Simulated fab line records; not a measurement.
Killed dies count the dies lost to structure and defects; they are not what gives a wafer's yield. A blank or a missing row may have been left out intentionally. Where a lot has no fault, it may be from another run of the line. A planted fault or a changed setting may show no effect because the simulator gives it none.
Chamber matching | flow nand-harc | NHARC_A_CHANNEL_FILL_D2_ALD_02 on ald-hk-04: 4 sister chambers
The step deposits SiO2, target thk 6 nm, pulse time 10 s, ald cycles 60. 20 wafers are shown with their chamber, then 10 later ones without.

== WAFERS WITH THEIR CHAMBER ==
wafer  | chamber | heater-power-w (W) | precursor-pulse-height-rel
L074.2 | 1       | 496                | 1.001
L074.5 | 0       | 542                | 0.983
L074.6 | 3       | 425                | 1.001
L076.1 | 3       | 418                | 0.992
L076.4 | 1       | 500                | 1.007
L076.6 | 0       | 532                | 0.991
L078.1 | 0       | 539                | 0.977
L078.2 | 1       | 491                | 1.008
L078.5 | 0       | 533                | 1.018
L079.2 | 0       | 538                | 0.989
L079.3 | 1       | 483                | 0.975
L079.6 | 3       | 418                | 0.999
L080.1 | 2       | 511                | 0.997
L080.4 | 0       | 541                | 1.018
L080.6 | 1       | 488                | 1.006
L090.3 | 3       | 425                | 0.991
L090.4 | 1       | 468                | 0.956
L090.5 | 0       | 550                | 1.023
L092.1 | 3       | 414                | 0.982
L092.4 | 0       | 546                | 1.000

SIGNATURES, as means of the wafers listed above
reading                    | chamber 0 | chamber 1 | chamber 2 | chamber 3 | scatter within a chamber
heater-power-w             | 540.12    | 487.67    | 511.00    | 420.00    | 7.88
precursor-pulse-height-rel | 0.99987   | 0.99217   | 0.99700   | 0.99300   | 0.0173
Rule: for each reading, subtract the chamber's mean from the wafer's reading, divide by that reading's scatter and square the result; add these up over the readings and take the root, which gives the wafer's distance from the chamber. The wafer belongs to the nearest chamber; if the next one is less than 2 further off, it can't be placed. The scatter: the root of (the sum of the squares of (reading less its chamber's mean) over the shown wafers, divided by (wafers less chambers)).

== WAFERS WHOSE CHAMBER IS MISSING ==
wafer  | heater-power-w (W) | precursor-pulse-height-rel
L092.5 | 465                | 1.034
L094.2 | 538                | 1.014
L094.3 | 476                | 0.983
L094.5 | 547                | 0.986
L095.3 | 549                | 1.026
L095.4 | 527                | 0.976
L095.5 | 437                | 1.009
L096.1 | 418                | 0.997
L096.3 | 472                | 0.991
L096.5 | 467                | 1.002

== THE CHAMBER EACH PASSED THROUGH ==
wafer  | from the rows above     | in truth
L092.5 | 1                       | 1
L094.2 | 0                       | 0
L094.3 | 1                       | 1
L094.5 | 0                       | 0
L095.3 | 0                       | 0
L095.4 | can't be placed: 0 or 2 | 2
L095.5 | 3                       | 3
L096.1 | 3                       | 3
L096.3 | 1                       | 1
L096.5 | 1                       | 1
Correct placement for 9 of the 10. These rows do not allow placing 1 (true chamber among the candidates in 1). Wrongly placed: 0.
